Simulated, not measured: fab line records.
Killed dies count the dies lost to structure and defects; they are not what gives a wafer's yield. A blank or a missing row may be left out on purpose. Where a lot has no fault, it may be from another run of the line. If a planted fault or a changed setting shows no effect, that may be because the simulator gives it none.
fab line records / flow n5Finfet
record: lots: 5 wafers: 12 lastDay: 17
route steps=1938 shown SD_EPI_N@269 SD_EPI_P@295 BEOL_M4@1111 PASSIVATION@1936
lots that met no fault: from a run of the same line without faults
startH: the number of hours between the record's first day and the start of the first shown wafer of the lot / waitH: hours from the lot's prior step to this one / " identical to the entry in the row above / L1.1+2: one row covering several wafers at once / - no value present, or no start provided / * or withheld: withheld / < > ~ a bound
route shown NAME@n: NAME is a module with steps in the file, n the number in the route of the first one / usual: average and standard deviation across the fault-free wafers / same: alike in all rows / chamber/n: place in a boat / sites: the reading at each site / _std_site: their standard deviation / _edge_site: inner sites' mean taken away from outer sites' mean / radiusMm: how far each site lies from the wafer's centre / mask NAME#n: copy n / behind: the most recent tool/chamber to have shaped the wafer / hold: cause of the lot's hold/its duration in hours/its outcome / device: transistor that didn't switch, given as n, p or np / end of line: tests run on the same wafers once the route is complete / a step given without rows: its recipe and nothing more / killed: dies that structure and defects cost at the first sort, which is not the same as the wafer's yield / map: the dies of a wafer, with x for killed, . for not killed, _ for no die there
set.NAME: the setting as run; set.NAME@STEP: as run at that earlier step / model.NAME: the simulator's own value behind a step, which no gauge read
lots at selected steps of the route; one table per step, one row per wafer
services: when a tool's chamber went out of use (startH, in hours from the record's first day, below 0 if earlier), for how many hours, and the reason
== steps ==
step: N5_SD_EPI_N_DEVELOP_08
recipe: developTimeS: 30 developer: TMAH resist: CAR-ArF-block devTempC: 23 rinseLiquid: diw dry: airSpin
step: N5_SD_EPI_N_DESCUM_14
recipe: chemistry: O2 timeS: 7.9 sourcePowerW: 50 biasPowerW: 20 pressureMtorr: 20 rfFrequencyHz: 2.712e+07 tempC: 40 resist: CAR-ArF-block o2FlowSccm: 225
step: N5_SD_EPI_N_ETCH_34
recipe: chemistry: CF4 target: SiARC targetDepthA: 455 maskMaterial: CAR-ArF-block timeS: 75.8 ionEnergyEv: 80 pressureMtorr: 40 sourceW: 545 biasW: 36 Ar_flow_sccm: 100 cf4FlowSccm: 100 ends: cleared
step: N5_SD_EPI_N_ETCH_35
recipe: chemistry: N2/H2 target: SOC overetchA: 1080 maskMaterial: SiARC tempC: 40 ionEnergyEv: 100 sourceW: 3000 biasW: 133 pressureMtorr: 20 timeS: 486 n2FlowSccm: 200 h2FlowSccm: 200
step: N5_SD_EPI_N_STRIP_36
recipe: chemistry: N2/H2 tempC: 40 n2FlowSccm: 200 h2FlowSccm: 200 rfFrequencyHz: 6e+07
step: N5_SD_EPI_N_ETCHBACK_44
recipe: chemistry: CH3F/O2 mode: anisotropicEtchback target: SiNx targetDepthA: 145 stopOn: SiO2 overEtchFrac: 0.3 ionEnergyEv: 120 pressureMtorr: 30 sourceW: 395 biasW: 73 Ar_flow_sccm: 150 CH3F_flow_sccm: 30 O2_flow_sccm: 20
step: N5_SD_EPI_N_ETCH_45
recipe: chemistry: CH3F/O2 target: SiOCN targetDepthA: 60 maskMaterial: SOC ionEnergyEv: 60 biasW: 29 pressureMtorr: 15 sourceW: 410 Ar_flow_sccm: 150 CH3F_flow_sccm: 30 O2_flow_sccm: 20
step: N5_SD_EPI_N_ETCH_16
recipe: chemistry: CHF3/O2 target: SiO2 targetDepthA: 50 maskMaterial: SOC pressureMtorr: 30 sourceW: 650 biasW: 170 Ar_flow_sccm: 200 CHF3_flow_sccm: 50 O2_flow_sccm: 5 ionEnergyEv: 200
step: N5_SD_EPI_N_STRIP_47
recipe: chemistry: CHF3/O2 resist: SiARC rfFrequencyHz: 6e+07
step: N5_SD_EPI_N_SD_RECESS_17
recipe: chemistry: HBr/Cl2/O2 targetDepthA: 410 maskMaterial: SOC timeS: 23.7 btTimeS: 3 pressureMtorr: 10 icpW: 800 biasW: 112 HBr_flow_sccm: 150 Cl2_flow_sccm: 80 O2_flow_sccm: 12
usual: drypumpMotorCurrentA: 5.7/0.51 oesProductAu: 0.996/0.015 throttleValvePct: 37.2/0.38
lot.wafer=L439.2 tool=rieSi-02 chamber=3 startH=62.86 waitH=0.0 drypumpMotorCurrentA=6.2 oesProductAu=0.986 rfHoursCounterH=111 throttleValvePct=37.3 model.etch.depthNm=39.56 model.SD_EPI_N.featureDepthNm=39.6 model.Si_of_WELL_APT_EPI_41.thkNm=10.4
lot.wafer=L439.4 tool=rieSi-02 chamber=1 startH=62.86 waitH=0.0 drypumpMotorCurrentA=5.1 oesProductAu=0.997 rfHoursCounterH=185 throttleValvePct=37.0 model.etch.depthNm=40.83 model.SD_EPI_N.featureDepthNm=40.8 model.Si_of_WELL_APT_EPI_41.thkNm=9
lot.wafer=L439.6 tool=rieSi-02 chamber=0 startH=62.86 waitH=0.0 drypumpMotorCurrentA=5.1 oesProductAu=1.009 rfHoursCounterH=- throttleValvePct=36.9 model.etch.depthNm=41.13 model.SD_EPI_N.featureDepthNm=41.2 model.Si_of_WELL_APT_EPI_41.thkNm=8.8
lot.wafer=L447.4 tool=rieSi-03 chamber=0 startH=109.12 waitH=0.0 drypumpMotorCurrentA=5.2 oesProductAu=0.988 rfHoursCounterH=188 throttleValvePct=36.8 model.etch.depthNm=41.86 model.SD_EPI_N.featureDepthNm=41.8 model.Si_of_WELL_APT_EPI_41.thkNm=7.6
lot.wafer=L447.6 tool=rieSi-03 chamber=1 startH=109.12 waitH=0.0 drypumpMotorCurrentA=6.1 oesProductAu=0.997 rfHoursCounterH=- throttleValvePct=37.3 model.etch.depthNm=45.05 model.SD_EPI_N.featureDepthNm=45 model.Si_of_WELL_APT_EPI_41.thkNm=4.2
lot.wafer=L450.4 tool=rieSi-03 chamber=3 startH=130.63 waitH=0.0 drypumpMotorCurrentA=5.9 oesProductAu=0.992 rfHoursCounterH=30 throttleValvePct=37.1 model.etch.depthNm=41.48 model.SD_EPI_N.featureDepthNm=41.4 model.Si_of_WELL_APT_EPI_41.thkNm=8.2
lot.wafer=L450.6 tool=rieSi-03 chamber=2 startH=130.63 waitH=0.0 drypumpMotorCurrentA=5.3 oesProductAu=0.975 rfHoursCounterH=- throttleValvePct=38.0 model.etch.depthNm=45.09 model.SD_EPI_N.featureDepthNm=45 model.Si_of_WELL_APT_EPI_41.thkNm=4.8
lot.wafer=L451.5 tool=rieSi-03 chamber=1 startH=132.49 waitH=0.1 drypumpMotorCurrentA=6.1 oesProductAu=0.991 rfHoursCounterH=- throttleValvePct=37.3 model.etch.depthNm=41.97 model.SD_EPI_N.featureDepthNm=42 model.Si_of_WELL_APT_EPI_41.thkNm=7.4
lot.wafer=L451.6 tool=rieSi-03 chamber=2 startH=132.49 waitH=0.1 drypumpMotorCurrentA=5.3 oesProductAu=0.986 rfHoursCounterH=- throttleValvePct=38.0 model.etch.depthNm=45.64 model.SD_EPI_N.featureDepthNm=45.6 model.Si_of_WELL_APT_EPI_41.thkNm=4.2
lot.wafer=L460.1 tool=rieSi-03 chamber=0 startH=187.46 waitH=0.0 drypumpMotorCurrentA=5.2 oesProductAu=1.006 rfHoursCounterH=190 throttleValvePct=36.8 model.etch.depthNm=41.47 model.SD_EPI_N.featureDepthNm=41.4 model.Si_of_WELL_APT_EPI_41.thkNm=7.4
lot.wafer=L460.2 tool=rieSi-03 chamber=2 startH=187.46 waitH=0.0 drypumpMotorCurrentA=5.3 oesProductAu=0.983 rfHoursCounterH=69 throttleValvePct=38.0 model.etch.depthNm=42.3 model.SD_EPI_N.featureDepthNm=42.2 model.Si_of_WELL_APT_EPI_41.thkNm=6.6
lot.wafer=L460.4 tool=rieSi-03 chamber=1 startH=187.46 waitH=0.0 drypumpMotorCurrentA=6.1 oesProductAu=0.973 rfHoursCounterH=109 throttleValvePct=37.3 model.etch.depthNm=41.49 model.SD_EPI_N.featureDepthNm=41.4 model.Si_of_WELL_APT_EPI_41.thkNm=8
step: N5_SD_EPI_N_STRIP_38
recipe: chemistry: N2/H2 powerW: 1000 tempC: 250 h2Frac: 0.65 overashFraction: 0.3 pressureMtorr: withheld n2FlowSccm: 1750 h2FlowSccm: 3250
step: N5_SD_EPI_N_WET_ETCH_43
recipe: chemistry: dHF dilution: withheld timeS: 14 target: SiO2 targetDepthA: 15 tempC: 25
step: N5_SD_EPI_N_STRIP_18
recipe: chemistry: SPM timeS: 750 tempC: 130 h2so4H2o2VolRatio: 4
lot.wafer=L439.2 tool=wetBench-02 chamber=7 startH=63.09 waitH=0.0 model.Si_of_WELL_APT_EPI_41.thkNm=10
lot.wafer=L439.4 tool=wetBench-02 chamber=3 startH=63.09 waitH=0.0 model.Si_of_WELL_APT_EPI_41.thkNm=8.6
lot.wafer=L439.6 tool=wetBench-02 chamber=6 startH=63.09 waitH=0.0 model.Si_of_WELL_APT_EPI_41.thkNm=8.4
lot.wafer=L447.4 tool=wetBench-01 chamber=2 startH=109.31 waitH=0.0 model.Si_of_WELL_APT_EPI_41.thkNm=7.4
lot.wafer=L447.6 tool=wetBench-01 chamber=7 startH=109.31 waitH=0.0 model.Si_of_WELL_APT_EPI_41.thkNm=3.8
lot.wafer=L450.4 tool=wetBench-02 chamber=2 startH=130.82 waitH=0.0 model.Si_of_WELL_APT_EPI_41.thkNm=8
lot.wafer=L450.6 tool=wetBench-02 chamber=1 startH=130.82 waitH=0.0 model.Si_of_WELL_APT_EPI_41.thkNm=4.6
lot.wafer=L451.5 tool=wetBench-05 chamber=2 startH=132.64 waitH=0.0 model.Si_of_WELL_APT_EPI_41.thkNm=7
lot.wafer=L451.6 tool=wetBench-05 chamber=6 startH=132.64 waitH=0.0 model.Si_of_WELL_APT_EPI_41.thkNm=3.8
lot.wafer=L460.1 tool=wetBench-05 chamber=1 startH=187.65 waitH=0.0 model.Si_of_WELL_APT_EPI_41.thkNm=7
lot.wafer=L460.2 tool=wetBench-05 chamber=2 startH=187.65 waitH=0.0 model.Si_of_WELL_APT_EPI_41.thkNm=6.4
lot.wafer=L460.4 tool=wetBench-05 chamber=5 startH=187.65 waitH=0.0 model.Si_of_WELL_APT_EPI_41.thkNm=7.6
step: N5_SD_EPI_N_SRD_20
recipe: dry: ipaMarangoni doPpb: 5 timeS: 30 tempC: 23 rinseLiquid: diw
step: N5_SD_EPI_N_PRECLEAN_48
recipe: chemistry: NF3:NH3 afsCycles: 2 tempC: 30 timeS: 20 sublimationTempC: 180 sublimationTimeS: 60 pressureTorr: 3 rfPowerW: 30
step: N5_SD_EPI_N_VAPOR_ETCH_50
recipe: chemistry: HCl target: Si tempC: 775 timeS: 54 pressureTorr: 20 mode: isotropic
step: N5_SD_EPI_N_EPI_21
recipe: material: Si:P dopant: P tempC: 680 pressureTorr: 255 timeS: 690
step: N5_SD_EPI_N_PRECLEAN_24
recipe: chemistry: O3/DIW timeS: 60 tempC: 22 o3Ppm: 10
step: N5_SD_EPI_N_SRD_25
recipe: timeS: 30 tempC: 23 rinseLiquid: diw dry: ipaMarangoni
step: N5_SD_EPI_N_PRECLEAN_49
recipe: chemistry: NF3:NH3 afsCycles: 1 tempC: 30 timeS: 20 sublimationTempC: 180 sublimationTimeS: 60 pressureTorr: 3 rfPowerW: 30
step: N5_SD_EPI_N_LINER_46
recipe: material: SiNx targetThkA: 30 tempC: 400 aldPrecursorFamily: SiH2I2 aldCoReactant: N2/H2-plasma pressureTorr: 2
step: N5_SD_EPI_P_COAT_34
recipe: resist: SOC tempC: 250 timeS: 60 spinRpm: 1500 resistThkNm: 350
step: N5_SD_EPI_P_COAT_35
recipe: resist: SiARC tempC: 220 timeS: 60 spinRpm: 1500 resistThkNm: 35
step: N5_SD_EPI_P_COAT_03
recipe: resist: CAR-ArF-block spinRpm: 1500 resistThkNm: 150
step: N5_SD_EPI_P_EBR_05
recipe: solvent: PGMEA ebrWidthMm: 1.5
step: N5_SD_EPI_P_SOFTBAKE_04
recipe: tempC: 110 timeS: 60 resist: CAR-ArF-block
step: N5_SD_EPI_P_EXPOSE_06
recipe: maskId: SD_P_BLK na: 1.35 sourceShape: conventional sigmaOuter: 0.8 polarization: unpolarized targetCdNm: 240 doseMj: 39.5
step: N5_SD_EPI_P_PEB_07
recipe: pebTempC: 110 pebTimeS: 60 resist: CAR-ArF-block
step: N5_SD_EPI_P_DEVELOP_08
recipe: developTimeS: 30 developer: TMAH resist: CAR-ArF-block devTempC: 23 rinseLiquid: diw dry: airSpin
step: N5_SD_EPI_P_DESCUM_14
recipe: chemistry: O2 timeS: 7.9 sourcePowerW: 50 biasPowerW: 20 pressureMtorr: 20 rfFrequencyHz: 2.712e+07 tempC: 40 resist: CAR-ArF-block o2FlowSccm: 225
step: N5_SD_EPI_P_ETCH_36
recipe: chemistry: CF4 target: SiARC targetDepthA: 455 maskMaterial: CAR-ArF-block timeS: 75.8 ionEnergyEv: 80 pressureMtorr: 40 sourceW: 545 biasW: 36 Ar_flow_sccm: 100 cf4FlowSccm: 100 ends: cleared
step: N5_SD_EPI_P_ETCH_37
recipe: chemistry: N2/H2 target: SOC overetchA: 1080 maskMaterial: SiARC tempC: 40 ionEnergyEv: 100 sourceW: 3000 biasW: 133 pressureMtorr: 20 timeS: 486 n2FlowSccm: 200 h2FlowSccm: 200 ends: endPoint
step: N5_SD_EPI_P_STRIP_38
recipe: chemistry: N2/H2 tempC: 40 n2FlowSccm: 200 h2FlowSccm: 200 rfFrequencyHz: 6e+07
step: N5_SD_EPI_P_ETCHBACK_46
recipe: chemistry: CH3F/O2 mode: anisotropicEtchback target: SiNx targetDepthA: 175 stopOn: SiO2 overEtchFrac: 0.3 ionEnergyEv: 120 pressureMtorr: 30 sourceW: 395 biasW: 73 Ar_flow_sccm: 150 CH3F_flow_sccm: 30 O2_flow_sccm: 20
step: N5_BEOL_M4_RC_MEAS_101
usual: CJ_N: 4.36/0.1 DIBL_N: 37.2/1.9 DIBL_P: 37.3/2.2 IOFF_N: 0.18/0.038 IOFF_N_85C: 3.4/0.61 IOFF_P: 0.22/0.039 ION_N: 678/11 ION_P: 462/6.9 SS_N: 71.8/0.68 SS_P: 73.5/0.65 VT_N: 249/3.4 VT_P: -250/3.2
lot.wafer=L439.2 tool=prober-02 chamber=0 startH=188.37 waitH=0.2 CJ_N=4.14 DIBL_N[mV/V]=37.7 DIBL_P[mV/V]=37.4 IOFF_N[nA/um]=0.18 IOFF_N_85C[nA/um]=3.5 IOFF_P[nA/um]=0.21 ION_N[uA/um]=673 ION_P[uA/um]=460 SS_N[mV/dec]=71.1 SS_P[mV/dec]=73.3 VT_N[mV]=244 VT_P[mV]=-254
lot.wafer=L439.4 tool=prober-02 chamber=0 startH=188.37 waitH=0.2 CJ_N=4.26 DIBL_N[mV/V]=37.5 DIBL_P[mV/V]=36.2 IOFF_N[nA/um]=0.18 IOFF_N_85C[nA/um]=3.5 IOFF_P[nA/um]=0.20 ION_N[uA/um]=672 ION_P[uA/um]=457 SS_N[mV/dec]=71.7 SS_P[mV/dec]=73.2 VT_N[mV]=249 VT_P[mV]=-254
lot.wafer=L439.6 tool=prober-02 chamber=0 startH=188.37 waitH=0.2 CJ_N=4.38 DIBL_N[mV/V]=39.1 DIBL_P[mV/V]=37.5 IOFF_N[nA/um]=0.20 IOFF_N_85C[nA/um]=3.8 IOFF_P[nA/um]=0.21 ION_N[uA/um]=680 ION_P[uA/um]=451 SS_N[mV/dec]=71.7 SS_P[mV/dec]=73.8 VT_N[mV]=245 VT_P[mV]=-255
lot.wafer=L447.4 tool=prober-02 chamber=0 startH=224.55 waitH=0.5 CJ_N=4.48 DIBL_N[mV/V]=36.6 DIBL_P[mV/V]=35.4 IOFF_N[nA/um]=0.16 IOFF_N_85C[nA/um]=3.2 IOFF_P[nA/um]=0.18 ION_N[uA/um]=669 ION_P[uA/um]=450 SS_N[mV/dec]=71.6 SS_P[mV/dec]=72.8 VT_N[mV]=251 VT_P[mV]=-250
lot.wafer=L447.6 tool=prober-02 chamber=0 startH=224.55 waitH=0.5 CJ_N=4.69 DIBL_N[mV/V]=41.6 DIBL_P[mV/V]=38.5 IOFF_N[nA/um]=0.35 IOFF_N_85C[nA/um]=6.2 IOFF_P[nA/um]=0.23 ION_N[uA/um]=692 ION_P[uA/um]=459 SS_N[mV/dec]=76.1 SS_P[mV/dec]=73.2 VT_N[mV]=245 VT_P[mV]=-251
lot.wafer=L451.5 tool=prober-01 chamber=0 startH=264.96 waitH=0.6 CJ_N=4.39 DIBL_N[mV/V]=36.1 DIBL_P[mV/V]=32.9 IOFF_N[nA/um]=0.13 IOFF_N_85C[nA/um]=2.7 IOFF_P[nA/um]=0.17 ION_N[uA/um]=664 ION_P[uA/um]=457 SS_N[mV/dec]=71.0 SS_P[mV/dec]=72.4 VT_N[mV]=253 VT_P[mV]=-252
lot.wafer=L451.6 tool=prober-01 chamber=0 startH=264.96 waitH=0.6 CJ_N=4.70 DIBL_N[mV/V]=44.2 DIBL_P[mV/V]=37.7 IOFF_N[nA/um]=0.47 IOFF_N_85C[nA/um]=7.8 IOFF_P[nA/um]=0.24 ION_N[uA/um]=681 ION_P[uA/um]=463 SS_N[mV/dec]=77.1 SS_P[mV/dec]=74.2 VT_N[mV]=246 VT_P[mV]=-245
lot.wafer=L450.4 tool=prober-02 chamber=0 startH=277.12 waitH=0.5 CJ_N=4.37 DIBL_N[mV/V]=36.3 DIBL_P[mV/V]=36.7 IOFF_N[nA/um]=0.15 IOFF_N_85C[nA/um]=3.0 IOFF_P[nA/um]=0.20 ION_N[uA/um]=660 ION_P[uA/um]=457 SS_N[mV/dec]=71.4 SS_P[mV/dec]=73.8 VT_N[mV]=252 VT_P[mV]=-253
lot.wafer=L450.6 tool=prober-02 chamber=0 startH=277.12 waitH=0.5 CJ_N=4.63 DIBL_N[mV/V]=38.3 DIBL_P[mV/V]=34.9 IOFF_N[nA/um]=0.22 IOFF_N_85C[nA/um]=4.2 IOFF_P[nA/um]=0.17 ION_N[uA/um]=668 ION_P[uA/um]=457 SS_N[mV/dec]=74.7 SS_P[mV/dec]=73.2 VT_N[mV]=254 VT_P[mV]=-253
lot.wafer=L460.1 tool=prober-02 chamber=0 startH=310.12 waitH=0.0 CJ_N=4.44 DIBL_N[mV/V]=33.7 DIBL_P[mV/V]=34.0 IOFF_N[nA/um]=0.12 IOFF_N_85C[nA/um]=2.6 IOFF_P[nA/um]=0.16 ION_N[uA/um]=668 ION_P[uA/um]=455 SS_N[mV/dec]=70.9 SS_P[mV/dec]=72.6 VT_N[mV]=254 VT_P[mV]=-253
lot.wafer=L460.2 tool=prober-02 chamber=0 startH=310.12 waitH=0.0 CJ_N=4.53 DIBL_N[mV/V]=34.2 DIBL_P[mV/V]=33.8 IOFF_N[nA/um]=0.12 IOFF_N_85C[nA/um]=2.6 IOFF_P[nA/um]=0.16 ION_N[uA/um]=669 ION_P[uA/um]=454 SS_N[mV/dec]=70.7 SS_P[mV/dec]=73.1 VT_N[mV]=254 VT_P[mV]=-255
lot.wafer=L460.4 tool=prober-02 chamber=0 startH=310.12 waitH=0.0 CJ_N=4.46 DIBL_N[mV/V]=38.9 DIBL_P[mV/V]=40.4 IOFF_N[nA/um]=0.23 IOFF_N_85C[nA/um]=4.2 IOFF_P[nA/um]=0.25 ION_N[uA/um]=689 ION_P[uA/um]=466 SS_N[mV/dec]=72.7 SS_P[mV/dec]=74.6 VT_N[mV]=246 VT_P[mV]=-251
step: N5_PASSIVATION_PROBE_49
usual: defectLimitedYield: 91.2/1.6 killed_at_M0_to_M3: 31/10 killed_at_M4_up: 14/4.4 killedAtContacts: 13/6 killedAtFrontEnd: 43/13 killedAtOther: 3.5/2.6 killedDies: 104/18 killedOpen: 68/14 killedShort: 34/8.1 sort_bin_4_leakage: 0.01/0.073 sort_bin_5_function: 5.1/1.1 sort_bin_6_memory: 3.3/0.68 sortNPass: 1076/18 sortYieldPct: 91.2/1.6
same: grossDies: 1180 killedAtBackSide: 0 sort_bin_8_speed[%]: 0
lot.wafer=L447.6 tool=prober-02 chamber=- startH=331.08 waitH=0.3 defectLimitedYield[%]=90.7 killed_at_M0_to_M3=18 killed_at_M4_up=19 killedAtContacts=8 killedAtFrontEnd=57 killedAtOther=8 killedDies=110 killedOpen=66 killedShort=43 sort_bin_4_leakage[%]=5.68 sort_bin_5_function[%]=6.0 sort_bin_6_memory[%]=3.2 sortNPass=1003 sortYieldPct[%]=85.0
lot.wafer=L451.6 tool=prober-01 chamber=- startH=368.33 waitH=0.3 defectLimitedYield[%]=91.1 killed_at_M0_to_M3=27 killed_at_M4_up=27 killedAtContacts=11 killedAtFrontEnd=38 killedAtOther=2 killedDies=105 killedOpen=66 killedShort=39 sort_bin_4_leakage[%]=41.78 sort_bin_5_function[%]=5.2 sort_bin_6_memory[%]=3.6 sortNPass=582 sortYieldPct[%]=49.3
lot.wafer=L450.6 tool=prober-01 chamber=- startH=380.17 waitH=0.3 defectLimitedYield[%]=93.9 killed_at_M0_to_M3=16 killed_at_M4_up=19 killedAtContacts=1 killedAtFrontEnd=32 killedAtOther=4 killedDies=72 killedOpen=47 killedShort=23 sort_bin_4_leakage[%]=0 sort_bin_5_function[%]=3.6 sort_bin_6_memory[%]=2.4 sortNPass=1108 sortYieldPct[%]=93.9
killed by level:class
L447.6 FIN_SAQP:geometricParticle:short=14 FIN_SAQP:geometricParticle:open=10 STI_FIN_REVEAL:geometricParticle:open=8 MOL_CONTACT_COAG:geometricParticle:open=8 BEOL_M4:geometricParticle:open=8 GATE_CUT:geometricParticle:short=7 BEOL_M0_SAQP:geometricParticle:short=7 BEOL_M5:geometricParticle:open=5
L451.6 FIN_SAQP:geometricParticle:short=12 MOL_CONTACT_COAG:geometricParticle:open=10 BEOL_M0_SAQP:geometricParticle:open=10 BEOL_M4:geometricParticle:open=10 BEOL_M4:geometricParticle:short=6 FIN_SAQP:geometricParticle:open=5 BEOL_M0_SAQP:geometricParticle:short=5 STARTING-WAFER:geometricParticle:short=4
L450.6 FIN_SAQP:geometricParticle:open=7 STI_FIN_REVEAL:geometricParticle:open=6 BEOL_M2:geometricParticle:open=6 BEOL_M4:geometricParticle:open=6 BEOL_M0_SAQP:geometricParticle:short=5 FIN_SAQP:geometricParticle:short=4 BEOL_M9:geometricParticle:open=4 GATE_CUT:geometricParticle:short=3
map L447.6 (x killed, . not)
_________________.....x......________________
______________.xx.x..x......x..._____________
___________.............x.xx..x....__________
__________..x.............x........._________
________..........x.x.........x......._______
_______....................x.x.x.x.....______
______.....x...x.....................x.._____
_____x..........xxx..x..............xx...____
____........xx.....x............x.........___
___............x...........................__
___............x..x.........x..............__
__.......................xxx.......x......x._
__.....x..........x..............x....x....._
_...x...............xxx.............x.......x
_.x..........x..........xx...................
_......x....x.x.................x............
_.......x..x..........x..x.........x.......x.
_................x....................x....x.
_..x.............x.......................x...
_x......................x......x...........x.
_x.............x......x..........x...........
__....x.................x.............x....._
__....x.....................x....x......x..._
___...................x....................__
___...........xx..x.x......................__
____x.....x.....x.........................___
_____.................................xx.____
______..........x......................._____
_______.....x...........x..............______
________.......x.......x...x..x...x..._______
__________.......................x.._________
___________.x......................__________
______________........x....x...x_____________
_________________............________________
map L450.6 (x killed, . not)
_________________..........x.________________
______________.............x...._____________
___________..x....x......x.........__________
__________.......x................x._________
________.............x..........x....._______
_______..........x.x...................______
______.....................x....x......._____
_____......x..................x.........x____
____x.........................x..........x___
___.....x................................x.__
___..........................x.............__
__..........x..............................._
__................x.............x..........._
_..x.........................................
_.....x.........................x............
_.........x.....x............................
_..................................x.........
_x.............x.............x...............
_.....................x......................
_...x...................x....................
_.......x...x................................
__..x.....................x............xx..._
__xx.......x............x..........x........_
___x...............x.......................__
___....................x...........x....x..__
____.....................x...........x....___
_____x..............x.........x..........____
______......x..........x.x..........xx.x_____
_______....x.............x.............______
________..x................x.........._______
__________.........................._________
___________..................x..x..__________
______________....x.........x..._____________
_________________............________________
== services ==
tool=wetBench-05 chamber=- startH=107.73 hours=4.4 kind=pm
tool=rieSi-03 chamber=- startH=119.49 hours=0.2 kind=repair
tool=rieSi-03 chamber=3 startH=164.09 hours=1.4 kind=repair
tool=rieSi-02 chamber=- startH=176.96 hours=15.6 kind=pm
== key ==
firstSign: step: N5_BEOL_M4_RC_MEAS_101 reading: SS_N direction: up sigmas: 6.2 usual: 71.8 struck: 76.0
effect: step: N5_BEOL_M4_RC_MEAS_101 reading: IOFF_N direction: up sigmas: 4.5 usual: 0.18 struck: 0.35
effect: step: N5_BEOL_M4_RC_MEAS_101 reading: IOFF_N_85C direction: up sigmas: 4.3 usual: 3.4 struck: 6.1
effect: step: N5_BEOL_M4_RC_MEAS_101 reading: CJ_N direction: up sigmas: 3 usual: 4.36 struck: 4.67
effect: step: N5_BEOL_M4_RC_MEAS_101 reading: DIBL_N direction: up sigmas: 2.3 usual: 37.2 struck: 41.3 wafersMoved: 1
effect: step: N5_PASSIVATION_PROBE_49 reading: sort_bin_4_leakage direction: up sigmas: 99+ usual: 0.01 struck: 15.82 wafersMoved: 2
modelEffect: step: N5_SD_EPI_N_SD_RECESS_17 value: etch.depthNm without: 42.08 struck: 45.26
modelEffect: step: N5_SD_EPI_N_STRIP_18 value: Si_of_WELL_APT_EPI_41.thkNm without: 6.867 struck: 4.067
metAt N5_SD_EPI_N_SD_RECESS_17
struckWafers L447.6,L450.6,L451.6
fault: kind: processParameterDrift tool: rieSi-03 chamber: - onsetH: 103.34 steps: N5_SD_EPI_N_SD_RECESS_17 channel: timeS offset: * shape: step endH: 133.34 scope: struckWafersOnly actsIn: * stated: *
